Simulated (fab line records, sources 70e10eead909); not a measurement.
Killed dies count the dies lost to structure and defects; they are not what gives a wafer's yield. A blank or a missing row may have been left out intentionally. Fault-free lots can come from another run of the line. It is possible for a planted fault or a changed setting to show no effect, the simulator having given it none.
Matching of chambers -- flow nand harc -- NHARC_P_GATE_DESCUM_13 on rie diel-09: 4 sister chambers
The step chemistry O2, time 3 s. 4 wafers are shown with their chamber, then 8 later ones without.

== WAFERS PAIRED WITH THEIR CHAMBERS ==
wafer,chamber,showerhead plenum p Torr (Torr)
L089.3,0,1.82
L090.1,2,1.82
L090.4,3,1.78
L091.3,1,1.98

== WAFERS WITH NO CHAMBER GIVEN ==
wafer,showerhead plenum p Torr (Torr)
L091.5,1.98
L091.6,1.82
L093.1,1.82
L093.4,1.82
L093.6,1.78
L096.2,1.82
L096.3,1.97
L096.4,1.82

== CHAMBER TAKEN BY EACH ==
wafer,from the rows above,in truth
L091.5,1,1
L091.6,can't be placed: 0 or 2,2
L093.1,can't be placed: 0 or 2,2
L093.4,can't be placed: 0 or 2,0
L093.6,3,3
L096.2,can't be placed: 0 or 2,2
L096.3,1,1
L096.4,can't be placed: 0 or 2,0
Correct placement for 3 of the 8. Can't be placed from these rows: 5 (the true chamber is among the candidates in 5). Placed wrongly: 0.
How it was worked out, from the rows above alone: a wafer's distance from a chamber is the root of the sum, over the readings, of the square of ((its reading less the chamber's mean) divided by the reading's scatter). If the next closest chamber is less than 2 further off than the closest, the wafer can't be placed; otherwise it belongs to the closest. A chamber's mean is the mean of its shown wafers. The scatter: with one shown wafer a chamber, the root of the mean of the squares of how far each hidden wafer lies from its nearest shown one.
